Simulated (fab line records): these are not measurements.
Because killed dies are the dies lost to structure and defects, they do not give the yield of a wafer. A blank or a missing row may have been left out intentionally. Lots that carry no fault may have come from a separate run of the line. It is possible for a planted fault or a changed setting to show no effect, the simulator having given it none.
fab line records	flow n5-finfet
[record] lots = 4	wafers = 12	last-day = 18
route steps=1938 shown BEOL_M13@1684 BEOL_M14@1716 BEOL_M15@1830
lots that met no fault: from a run of the same line without faults
start-h: hours from the record's opening day to when the first of the lot's shown wafers began	wait-h: hours since the lot's step before	" identical to the entry in the row above	L1.1+2: one row covering several wafers at once	- either no value or no given start	* or withheld: withheld	< > ~ a bound
route shown NAME@n: NAME is a module with steps in the file, n the number in the route of the first one	usual: mean and standard deviation over wafers with no fault	same: alike in all rows	chamber/n: place in a boat	sites: readings site by site	_std_site: standard deviation of those values	_edge_site: the outer-site mean with the inner-site mean subtracted	radius-mm: how far each site lies from the wafer's centre	mask NAME#n: copy n	behind: tool/chamber where the wafer was last shaped	hold: why the lot was held/for how many hours/how that ended	device: which transistor (n, p or np) failed to switch	end of line: the same wafers' tests at the end of the route	for a step that has no rows: nothing shown but its recipe	killed: dies lost to structure and defects at the first sort, not the wafer's yield	map: the dies of a wafer, with x for killed, . for not killed, _ for no die there
set.NAME: the setting the step ran with; set.NAME@STEP: the setting that earlier step ran with	model.NAME: the simulator's own value behind a step, which no gauge read
lots at some steps of the route; a table a step, a row a wafer
services: when a tool's chamber went out of use (start-h, in hours from the record's first day, below 0 if earlier), for how many hours, and the reason
[[steps]]
[step N5_BEOL_M13_SOFTBAKE_23]
[recipe] temp-c = 130	time-s = 60
[step N5_BEOL_M13_EXPOSE_25]
[recipe] mask-id = M13	na = 0.93	source-shape = conventional	sigma-outer = 0.4	polarization = unpolarized	target-cd-nm = 210	dose-mj = 22
[step N5_BEOL_M13_PEB_26]
[recipe] peb-temp-c = 130	peb-time-s = 90
[step N5_BEOL_M13_DEVELOP_27]
[recipe] develop-time-s = 45	rinse-liquid = diw	dry = air-spin	dev-temp-c = 21
[step N5_BEOL_M13_HARDBAKE_32]
[recipe] temp-c = 130	time-s = 120
[step N5_BEOL_M13_DESCUM_33]
[recipe] chemistry = O2	time-s = 7.9	source-power-w = 50	bias-power-w = 20	pressure-mtorr = 20	rf-frequency-hz = 2.712e+07	temp-c = 40	o2-flow-sccm = 225
[step N5_BEOL_M13_ETCH_67]
[recipe] chemistry = CF4	target = SiARC	target-depth-a = 1430	time-s = 238.3	ion-energy-ev = 80	pressure-mtorr = 40	source-w = 545	bias-w = 36	Ar_flow_sccm = 100	cf4-flow-sccm = 100	ends = cleared
[step N5_BEOL_M13_ETCH_68]
[recipe] chemistry = N2/H2	target = SOC	mask-material = SiARC	source-w = 3000	bias-w = 350	temp-c = 40	time-s = 355	ion-energy-ev = 200	pressure-mtorr = 30	n2-flow-sccm = 200	h2-flow-sccm = 200
[step N5_BEOL_M13_STRIP_69]
[recipe] chemistry = N2/H2	temp-c = 40	n2-flow-sccm = 200	h2-flow-sccm = 200	rf-frequency-hz = 6e+07
[step N5_BEOL_M13_TRENCH_ETCH_34]
[recipe] chemistry = C4F8/O2/Ar	target = SiOC	target-depth-a = 4134.7	mask-material = SOC	pressure-mtorr = 30	source-w = 3000	bias-w = 700	Ar_flow_sccm = 400	C4F8_flow_sccm = 15	O2_flow_sccm = 8	he-inner-torr = 15	he-outer-torr = 30	time-s = 162.6	ion-energy-ev = 250
[usual] O2_flow_sccm = 8.004/0.023	chamber-pressure-mTorr = 29.999/0.029	drypump-motor-current-A = 5.7/0.55	oes-product-au = 0.80/0.09	rf-vpp-V = 666.1/2.9	showerhead-plenum-p-Torr = 3.45/0.1	throttle-valve-pct = 24.21/0.28
lot.wafer	tool	chamber	start-h	wait-h	O2_flow_sccm	chamber-pressure-mTorr	drypump-motor-current-A	oes-product-au	rf-hours-counter-h	rf-vpp-V	showerhead-plenum-p-Torr	throttle-valve-pct	model.etch.depth-nm
L279.1	rie-diel-03	0	243.88	0.0	8.007	30.016	5.1	0.84	86	666.6	3.44	23.68	418.4
L279.5	"	3	"	"	8.037	29.973	6.2	0.70	-	668.3	3.54	24.25	402.7
L279.6	"	0	"	"	8.006	30.013	5.1	0.83	-	665.7	3.44	23.69	412
L297.2	rie-diel-03	1	365.99	0.0	8.001	29.990	5.3	0.65	213	665.6	3.41	24.18	357.4
L297.3	"	3	"	"	8.002	29.998	6.3	0.97	11	667.2	3.51	23.99	419
L297.4	"	2	"	"	8.056	29.983	5.6	0.88	31	670.2	3.64	24.12	409.6
L298.1	rie-diel-03	0	375.68	0.0	7.970	30.003	5.0	0.79	133	664.2	3.41	23.75	415.9
L298.5	"	1	"	"	8.017	29.942	5.3	0.67	-	664.4	3.41	24.19	363.4
L298.6	"	2	"	"	8.027	30.014	5.5	0.88	-	670.7	3.63	24.12	415.6
L300.1	rie-diel-04	1	399.59	0.0	7.979	30.002	6.5	0.74	164	665.8	3.43	24.44	416.2
L300.2	"	0	"	"	8.025	29.983	5.7	0.86	55	667.3	3.46	24.51	424.9
L300.4	"	1	"	"	8.017	29.981	6.5	0.74	-	665.1	3.43	24.42	415.7
[step N5_BEOL_M13_STRIP_70]
[recipe] chemistry = C4F8/O2/Ar	resist = SiARC	rf-frequency-hz = 6e+07
[step N5_BEOL_M13_OCD_MEAS_35]
[usual] trench-depth-nm = 414/6.8
lot.wafer	tool	chamber	start-h	wait-h	trench-depth-nm
L279.1	ocd-02	-	244.05	0.0	417
L279.5	"	-	"	"	402
L279.6	"	-	"	"	412
L297.2	ocd-02	-	366.16	0.0	357
L297.3	"	-	"	"	419
L297.4	"	-	"	"	409
L298.1	ocd-02	-	375.85	0.0	416
L298.5	"	-	"	"	363
L298.6	"	-	"	"	416
L300.1	ocd-02	-	399.76	0.0	416
L300.2	"	-	"	"	426
L300.4	"	-	"	"	416
[step N5_BEOL_M13_STRIP_37]
[recipe] chemistry = N2/H2	power-w = 1000	temp-c = 250	h2-frac = 0.65	overash-fraction = 0.3	pressure-mtorr = withheld	n2-flow-sccm = 1750	h2-flow-sccm = 3250
[step N5_BEOL_M13_ETCH_38]
[recipe] chemistry = CF4/N2	target = SiCN	target-depth-a = 675	taper-deg = 2	time-s = 71.9	ion-energy-ev = 150	mask-material = SiO2	pressure-mtorr = 40	source-w = 430	bias-w = 70	Ar_flow_sccm = 100	cf4-flow-sccm = 60	n2-flow-sccm = 60
[step N5_BEOL_M13_PRECLEAN_39]
[recipe] chemistry = residue-remover	time-s = 60	temp-c = 40
[step N5_BEOL_M13_SRD_40]
[recipe] time-s = 30	temp-c = 23	rinse-liquid = diw	dry = n2-spin	spin-rpm = 1500	dry-time-s = 30
[step N5_BEOL_M13_DEGAS_41]
[recipe] ambient = vacuum	temp-c = 250	time-s = 60
[step N5_BEOL_M13_PRE_CLEAN_42]
[recipe] gas = H2/He	time-s = 30	temp-c = 250
[step N5_BEOL_M13_SPUTTER_43]
[recipe] material = TaN	target-thk-a = 150	temp-c = 50	bias-v = 168.6	power-w = 15000	chamber-pressure-pa = 0.12	time-s = 24.19
[step N5_BEOL_M13_SPUTTER_44]
[recipe] material = Ta	target-thk-a = 100	temp-c = 50	bias-v = 80	power-w = 15000	chamber-pressure-pa = 0.07	time-s = 16.13
[step N5_BEOL_M13_SPUTTER_45]
[recipe] material = Cu	target-thk-a = 800	temp-c = -20	bias-v = 60	power-w = 26000	chamber-pressure-pa = 0.13	time-s = 13.33
[step N5_BEOL_M13_ECD_47]
[recipe] material = Cu	target-thk-a = 9360
[step N5_BEOL_M13_ANNEAL_48]
[recipe] temp-c = 225	time-s = 90	ambient = N2
[step N5_BEOL_M13_CMP_49]
[recipe] stop-on = SiOC	t-overpolish-s = 17.1	down-force-psi = 1	platen-rpm = 50	clearing-platen-down-force-psi = 1.5	clearing-platen-rpm = 50	post-cmp-clean = cu-alkaline	target-thk-nm = 420	clearing-platen-pad-velocity-m-s = 0.99484	pad-velocity-m-s = 0.99484
[usual] barrier-field-endpoint-s = 30.3/0.7	motor-current-A = 5.9/0.64	overpolish-run-s = 17.101/0.0085
lot.wafer	tool	chamber	start-h	wait-h	barrier-field-endpoint-s	motor-current-A	overpolish-run-s	model.Cu_of_BEOL_M13_ECD_47.thk-nm
L279.1	cmp-02	2	246.98	0.3	31.5	4.5	17.100	426
L279.6	"	1	"	"	30.4	6.6	17.086	419.4
L279.5	"	2	"	"	30.9	4.6	17.108	410
L297.2	cmp-02	3	368.03	0.2	29.5	6.1	17.110	364.6
L297.3	"	0	"	"	29.5	5.7	17.099	426.4
L297.4	"	1	"	"	29.0	6.5	17.108	415.4
L298.1	cmp-02	0	377.14	0.3	31.1	5.5	17.094	423.2
L298.6	"	3	"	"	30.0	6.0	17.096	422.8
L298.5	"	0	"	"	30.6	5.4	17.100	370.6
L300.1	cmp-03	1	401.75	0.3	30.4	5.4	17.116	423.2
L300.2	"	3	"	"	29.8	7.4	17.100	430.2
L300.4	"	0	"	"	30.1	6.0	17.105	421.4
[step N5_BEOL_M13_THK_MEAS_50]
[recipe] thk-meas-gauge = xrf	reads = Cu_of_BEOL_M13_ECD_47
[usual] M13_THK = 418/7.8
lot.wafer	tool	chamber	start-h	wait-h	M13_THK[nm]
L279.1	film-metro-02	-	247.24	-	423
L279.5	"	-	"	"	408
L279.6	"	-	"	"	416
L297.2	film-metro-02	-	368.32	-	360
L297.3	"	-	"	"	421
L297.4	"	-	"	"	408
L298.1	film-metro-01	-	377.39	-	421
L298.5	"	-	"	"	369
L298.6	"	-	"	"	421
L300.1	film-metro-02	-	402.04	-	426
L300.2	"	-	"	"	432
L300.4	"	-	"	"	425
[step N5_BEOL_M13_PRE_CLEAN_52]
[recipe] gas = NH3	time-s = 15	temp-c = withheld	rf-power-w = 300
[step N5_BEOL_M13_DEP_53]
[recipe] material = SiCN	target-thk-a = 500	temp-c = withheld	precursor = 3MS/NH3	pressure-torr = 3	rf-w = 675	time-s = 17.8
[step N5_BEOL_M13_RS_MEAS_54]
[recipe] thk-meas-gauge = four-point-probe	reads = Cu_of_BEOL_M13_ECD_47+Ta_of_BEOL_M13_SPUTTER_44+TaN_of_BEOL_M13_SPUTTER_43
[usual] M13_RS = 0.0449/0.00075
lot.wafer	tool	chamber	start-h	wait-h	M13_RS[ohm/sq]
L279.1	film-metro-02	-	247.37	0.0	0.0444
L279.5	"	-	"	"	0.0461
L279.6	"	-	"	"	0.0451
L297.2	film-metro-02	-	368.45	0.1	0.0520
L297.3	"	-	"	"	0.0442
L297.4	"	-	"	"	0.0455
L298.1	film-metro-01	-	377.52	0.0	0.0446
L298.5	"	-	"	"	0.0511
L298.6	"	-	"	"	0.0446
L300.1	film-metro-02	-	402.20	0.1	0.0446
L300.2	"	-	"	"	0.0439
L300.4	"	-	"	"	0.0449
[step N5_BEOL_M14_ILD_DEP_00]
[recipe] material = SiO2	target-thk-a = 11193	temp-c = 400	precursor = TEOS/O2	pressure-torr = 6.5	rf-w = 900	teos-flow-sccm = 161.4	gas = O2	flow-sccm = 2650	time-s = 237.4
[step N5_BEOL_M14_COAT_58]
[recipe] resist = BARC	temp-c = 205	time-s = 60	spin-rpm = 1500	resist-thk-nm = 89
[step N5_BEOL_M14_COAT_04]
[recipe] spin-rpm = 1704	resist-thk-nm = 800
[step N5_BEOL_M14_EBR_06]
[recipe] solvent = PGMEA	ebr-width-mm = 1.5
[step N5_BEOL_M14_SOFTBAKE_05]
[recipe] temp-c = 130	time-s = 60
[step N5_BEOL_M14_EXPOSE_07]
[recipe] mask-id = V13	na = 0.8	source-shape = annular	sigma-inner = 0.5	sigma-outer = 0.8	polarization = unpolarized	attpsm-phase-deg = 180	dose-mj = 57
[step N5_BEOL_M14_PEB_08]
[recipe] peb-temp-c = 130	peb-time-s = 90
[step N5_BEOL_M14_DEVELOP_09]
[recipe] develop-time-s = 45	rinse-liquid = diw	dry = air-spin	dev-temp-c = 21
[step N5_BEOL_M14_HARDBAKE_14]
[recipe] temp-c = 130	time-s = 120
[step N5_BEOL_M15_RC_MEAS_101]
[usual] etest-temp-c = 24.99/0.093	COMB_M10 = 1.4e-11/3e-12	COMB_M11 = 1.4e-11/3.1e-12	COMB_M12 = 6.1e-12/1.4e-12	COMB_M14 = 3.6e-12/8.3e-13	COMB_M15 = 2.3e-12/5.8e-13	COMB_M5 = 3.6e-11/7.6e-12	COMB_M6 = 2.5e-11/4.9e-12	COMB_M7 = 2.6e-11/5.6e-12	COMB_M8 = 2.5e-11/5.1e-12	COMB_M9 = 1.5e-11/3.1e-12	SERP_M10 = 3.07/0.097	SERP_M10_max_site = 3.17/0.094	SERP_M11 = 3.06/0.092	SERP_M12 = 0.643/0.015	SERP_M13 = 0.309/0.0064	SERP_M13_max_site = 0.313/0.0065	SERP_M14 = 0.160/0.0051	SERP_M5 = 39.4/1.6	SERP_M6 = 14.1/0.54	SERP_M7 = 13.8/0.56	SERP_M8 = 14.0/0.61	SERP_M9 = 3.09/0.093
lot.wafer	tool	chamber	start-h	wait-h	etest-temp-c	COMB_M10[S/m]	COMB_M11[S/m]	COMB_M12[S/m]	COMB_M14[S/m]	COMB_M15[S/m]	COMB_M5[S/m]	COMB_M6[S/m]	COMB_M7[S/m]	COMB_M8[S/m]	COMB_M9[S/m]	SERP_M10[ohm/um]	SERP_M10_max_site[ohm/um]	SERP_M11[ohm/um]	SERP_M12[ohm/um]	SERP_M13[ohm/um]	SERP_M13_max_site[ohm/um]	SERP_M14[ohm/um]	SERP_M5[ohm/um]	SERP_M6[ohm/um]	SERP_M7[ohm/um]	SERP_M8[ohm/um]	SERP_M9[ohm/um]
L279.1	prober-01	0	258.02	0.0	25.13	1.2e-11	1e-11	5.1e-12	2.8e-12	1.8e-12	3.8e-11	2.7e-11	3.4e-11	3.3e-11	1.3e-11	3.02	3.11	2.95	0.634	0.306	0.308	0.158	40.7	14.5	14.4	13.6	3.05
L279.5	"	0	"	"	24.96	1.7e-11	1.3e-11	4.7e-12	4.1e-12	2.9e-12	3.5e-11	2.6e-11	2.6e-11	2.4e-11	1.6e-11	3.01	3.22	3.14	0.629	0.321	0.325	0.156	38.3	14.1	14.0	13.9	3.11
L279.6	"	0	"	"	25.07	1.5e-11	1.5e-11	5.3e-12	3.4e-12	3.1e-12	2.8e-11	2.8e-11	2.5e-11	2.7e-11	1.5e-11	2.94	3.09	3.22	0.631	0.317	0.320	0.156	39.3	14.8	14.2	13.0	3.21
L297.2	prober-01	0	382.10	0.4	25.04	1.7e-11	1.4e-11	5.5e-12	4.1e-12	3e-12	4e-11	3.6e-11	2.7e-11	2.6e-11	1.4e-11	3.20	3.27	3.18	0.666	0.370	0.376	0.160	39.9	14.1	13.6	13.3	3.02
L297.3	"	0	"	"	24.99	1.9e-11	1.6e-11	8.7e-12	3.5e-12	2.3e-12	3.5e-11	2.8e-11	2.3e-11	2.1e-11	1.3e-11	3.10	3.14	3.17	0.658	0.308	0.312	0.158	41.4	14.8	13.6	14.2	3.02
L297.4	"	0	"	"	24.95	1.5e-11	1.4e-11	5.4e-12	3.9e-12	2.3e-12	3.2e-11	2.3e-11	2.7e-11	2.2e-11	1.6e-11	2.97	3.03	3.01	0.634	0.316	0.320	0.158	42.1	13.9	14.5	14.1	3.02
L298.1	prober-02	0	393.99	0.0	24.98	1.7e-11	1e-11	5.6e-12	1.8e-12	1.7e-12	4.3e-11	3e-11	4.1e-11	2.9e-11	1.3e-11	3.05	3.08	3.05	0.662	0.307	0.312	0.157	39.0	14.7	14.6	14.3	3.14
L298.5	"	0	"	"	25.02	1e-11	1.1e-11	5e-12	2.7e-12	2.3e-12	4.1e-11	2.7e-11	2.8e-11	3e-11	1.4e-11	3.03	3.12	2.91	0.632	0.355	0.362	0.172	40.5	13.4	14.3	14.9	3.11
L298.6	"	0	"	"	24.95	1.5e-11	1.3e-11	5.8e-12	2.6e-12	1.5e-12	4.5e-11	2.4e-11	3.5e-11	3.1e-11	1.4e-11	3.03	3.10	3.11	0.655	0.307	0.312	0.158	39.7	15.3	14.5	14.0	3.18
L300.1	prober-01	0	419.42	0.6	24.98	1.3e-11	1.5e-11	6.3e-12	4.1e-12	2.4e-12	3.6e-11	1.8e-11	3.5e-11	2.8e-11	1.1e-11	3.08	3.11	2.93	0.672	0.306	0.308	0.159	39.2	13.5	14.2	14.7	3.14
L300.2	"	0	"	"	24.97	1.4e-11	1.3e-11	6e-12	4.1e-12	2.8e-12	3e-11	2.3e-11	3.2e-11	3.6e-11	1.2e-11	2.90	3.09	3.02	0.630	0.298	0.301	0.158	36.6	13.7	12.7	14.4	3.03
L300.4	"	0	"	"	24.92	1.7e-11	1.7e-11	6.7e-12	5.4e-12	1.5e-12	3.8e-11	1.9e-11	3.6e-11	3.2e-11	1.4e-11	2.98	3.05	3.01	0.645	0.309	0.314	0.157	38.4	13.5	14.0	15.8	3.03
// sites SERP_M13 radius-mm=0,75,75,75,75,140,140,140,140
L279.1 0.306 0.303 0.308 0.308 0.307 0.303 0.306 0.306 0.307
L297.2 0.371 0.375 0.370 0.375 0.376 0.361 0.364 0.368 0.366
L298.1 0.307 0.305 0.305 0.306 0.307 0.309 0.309 0.312 0.310
L300.1 0.308 0.307 0.306 0.308 0.307 0.302 0.303 0.302 0.304
[[services]]
tool	chamber	start-h	hours	kind
rie-diel-04	1	221.30	13.8	repair
cmp-02	-	235.02	4.0	pm
cmp-02	-	239.02	-	consumable-replace:conditioner
cmp-02	-	239.02	-	consumable-replace:pad
rie-diel-03	2	265.86	-	clean
rie-diel-03	2	265.86	-	consumable-replace:focus-ring
rie-diel-03	2	265.86	-	consumable-replace:showerhead
rie-diel-03	2	265.86	14.9	scheduled-down
rie-diel-03	2	265.86	14.9	vent-cycle
rie-diel-04	2	273.35	7.5	repair
cmp-02	-	288.05	1.8	repair
cmp-02	-	304.67	2.7	repair
rie-diel-03	3	316.84	-	clean
rie-diel-03	3	316.84	-	consumable-replace:focus-ring
rie-diel-03	3	316.84	13.1	scheduled-down
rie-diel-03	3	316.84	13.1	vent-cycle
rie-diel-04	1	328.93	6.7	repair
cmp-02	-	338.04	3.0	repair
cmp-03	-	348.96	28.8	repair
cmp-02	-	357.57	2.0	repair
rie-diel-04	3	384.99	-	clean
rie-diel-04	3	384.99	-	consumable-replace:focus-ring
rie-diel-04	3	384.99	-	consumable-replace:showerhead
rie-diel-04	3	384.99	17.4	scheduled-down
[[key]]
[first-sign] step = N5_BEOL_M13_OCD_MEAS_35	reading = trench-depth-nm	direction = down	sigmas = 7.9	usual = 414	struck = 360
[effect] step = N5_BEOL_M13_THK_MEAS_50	reading = M13_THK	direction = down	sigmas = 6.9	usual = 418	struck = 365
[effect] step = N5_BEOL_M13_RS_MEAS_54	reading = M13_RS	direction = up	sigmas = 8.9	usual = 0.0449	struck = 0.0516
[effect] step = N5_BEOL_M15_RC_MEAS_101	reading = SERP_M13	direction = up	sigmas = 8.4	usual = 0.309	struck = 0.363
[model-effect] step = N5_BEOL_M13_TRENCH_ETCH_34	value = etch.depth-nm	without = 415.9	struck = 360.4
[model-effect] step = N5_BEOL_M13_CMP_49	value = Cu_of_BEOL_M13_ECD_47.thk-nm	without = 423.2	struck = 367.6
met-at N5_BEOL_M13_TRENCH_ETCH_34
struck-wafers L297.2,L298.5
[fault] kind = process-parameter-drift	tool = rie-diel-03	chamber = 1	onset-h = 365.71	steps = N5_BEOL_M13_TRENCH_ETCH_34	channel = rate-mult	offset = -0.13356	shape = step	end-h = 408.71
